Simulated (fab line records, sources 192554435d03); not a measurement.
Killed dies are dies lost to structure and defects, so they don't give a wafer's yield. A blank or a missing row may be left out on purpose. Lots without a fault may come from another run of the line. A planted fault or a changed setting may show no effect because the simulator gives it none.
A struck lot beside a sound one | flow n5_finfet | 25 steps out of a route of 1938
Sound: wafers L958.2, L958.5, L958.6. Struck: wafers L973.2, L973.3, L973.6. The cause comes at the end.
At each step with rows: each side's tool, then ch and its chambers, then its first start. Under that, the readings that differ: sound wafers | struck wafers | difference of the means | sigmas: that difference in standard deviations of wafers without a fault.
alike: readings whose means differ by less than 2 such deviations, and words and numbers that are the same on both sides. not compared: withheld readings, readings that some wafer has no value for, bounds like >300 that may hide the same value, and numbers for which the record gives no deviation and whose values overlap.
The two part at a step that has a row with sigmas, a row that says differs or no value, or rows on one side only. Numbers that don't overlap but have no deviation are shown without sigmas and don't part them. A reading that every wafer of one side lacks parts them only if that side has two wafers or more.

first, 10 steps without rows for these wafers: N5_SD_EPI_N_EPI_21 (deposits Si:P, time 690 s); N5_SD_EPI_N_PRECLEAN_24 (cleans in O3/DIW, time 60 s); N5_SD_EPI_N_SRD_25 (time 30 s); N5_SD_EPI_N_PRECLEAN_49 (cleans in NF3:NH3, afs cycles 1, time 20 s, sublimation time 60 s); N5_SD_EPI_N_LINER_46 (material SiNx, target thk 3 nm); N5_SD_EPI_P_COAT_34 (time 60 s, resist thk 350 nm); N5_SD_EPI_P_COAT_35 (time 60 s, resist thk 35 nm); N5_SD_EPI_P_COAT_03 (resist thk 150 nm); N5_SD_EPI_P_EBR_05; N5_SD_EPI_P_SOFTBAKE_04 (time 60 s).
N5_SD_EPI_P_EXPOSE_06: exposes mask SD P BLK, target cd 240 nm.
  sound on arfi_scanner-03 ch 0, day 3 19:39; struck on arfi_scanner-03 ch 0, day 7 15:30
  reading              | sound             | struck            | difference | sigmas
  exposure_dose_mJ_cm2 | 39.44 39.46 39.40 | 41.58 41.58 41.59 | +2.15      | +55
  alike: mask
then, 2 steps without rows for these wafers: N5_SD_EPI_P_PEB_07 (peb time 60 s); N5_SD_EPI_P_DEVELOP_08 (develop time 30 s).
N5_SD_EPI_P_CD_MEAS_09: target cd 240 nm.
  sound on cd_sem-03 ch 0, day 3 19:46; struck on cd_sem-03 ch 0, day 7 15:37
  reading    | sound             | struck            | difference | sigmas
  cd_nm (nm) | 239.6 239.9 240.1 | 242.3 241.0 242.6 | +2.1       | +3
N5_SD_EPI_P_DESCUM_14: chemistry O2, time 7.9 s.
  sound on rie_diel-03 ch 0,3, day 3 19:52; struck on rie_diel-04 ch 1,3, day 7 15:43
  reading                   | sound         | struck            | difference | sigmas
  model.SD_EPI_P.cd_nm (nm) | 239.6 240 240 | 242.2 241.2 242.6 | +2.1       |
  alike: drypump_motor_current_A, oes_product_au, rf_vpp_V, showerhead_plenum_p_Torr, throttle_valve_pct
  not compared: rf_hours_counter_h
then, 7 steps without rows for these wafers: N5_SD_EPI_P_ETCH_36 (etches SiARC in CF4, target depth 45.5 nm, time 75.8 s); N5_SD_EPI_P_ETCH_37 (etches SOC in N2/H2, overetch 108 nm, time 486 s); N5_SD_EPI_P_STRIP_38 (strips in N2/H2); N5_SD_EPI_P_ETCHBACK_46 (etches SiNx in CH3F/O2, stops on SiO2, target depth 17.5 nm); N5_SD_EPI_P_ETCH_47 (etches SiOCN in CH3F/O2, target depth 25 nm); N5_SD_EPI_P_ETCH_16 (etches SiO2 in CHF3/O2, target depth 5 nm); N5_SD_EPI_P_STRIP_50 (strips in CHF3/O2).
N5_SD_EPI_P_SD_RECESS_17: chemistry HBr/Cl2/O2, target depth 39.1 nm, bt time 3 s.
  sound on rie_si-05 ch 1,2, day 3 20:32; struck on rie_si-05 ch 0,3, day 7 16:24
  reading                   | sound             | struck            | difference | sigmas
  model.SD_EPI_P.cd_nm (nm) | 241.8 242.2 241.8 | 239.4 239.4 241.2 | -1.9       |
  alike: bias_w, drypump_motor_current_A, oes_product_au, throttle_valve_pct
  not compared: rf_hours_counter_h
then, 1 step without rows for these wafers: N5_SD_EPI_P_WET_ETCH_45 (etches SiO2 in dHF, time 10.7 s, target depth 2 nm, rinse time 30 s).
-- the record jumps here: 5 days lie between the struck wafers' starts before and after (it left off in module SD_EPI_P and takes up again in module BEOL_M4, whose first step shown is number 1111 of the route) --
N5_BEOL_M4_RC_MEAS_101:
  sound on prober-02 ch 0, day 8 08:52; struck on prober-01 ch 0, day 12 05:41
  reading       | sound          | struck         | difference | sigmas
  ION_P (uA/um) | 478 479 465    | 456 446 460    | -20        | -2
  VT_P (mV)     | -242 -245 -249 | -254 -256 -253 | -9         | -2
  alike: DIBL_N, DIBL_P, IOFF_N, IOFF_P, ION_N, SS_N, SS_P, VT_N

WHERE THEY PART
First at N5_SD_EPI_P_EXPOSE_06; last, within this record, at N5_BEOL_M4_RC_MEAS_101.

WHY: what the simulator had put in
Process parameter drift: arfi_scanner-03, from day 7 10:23 on, at N5_SD_EPI_P_EXPOSE_06. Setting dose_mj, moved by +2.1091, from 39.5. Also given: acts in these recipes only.
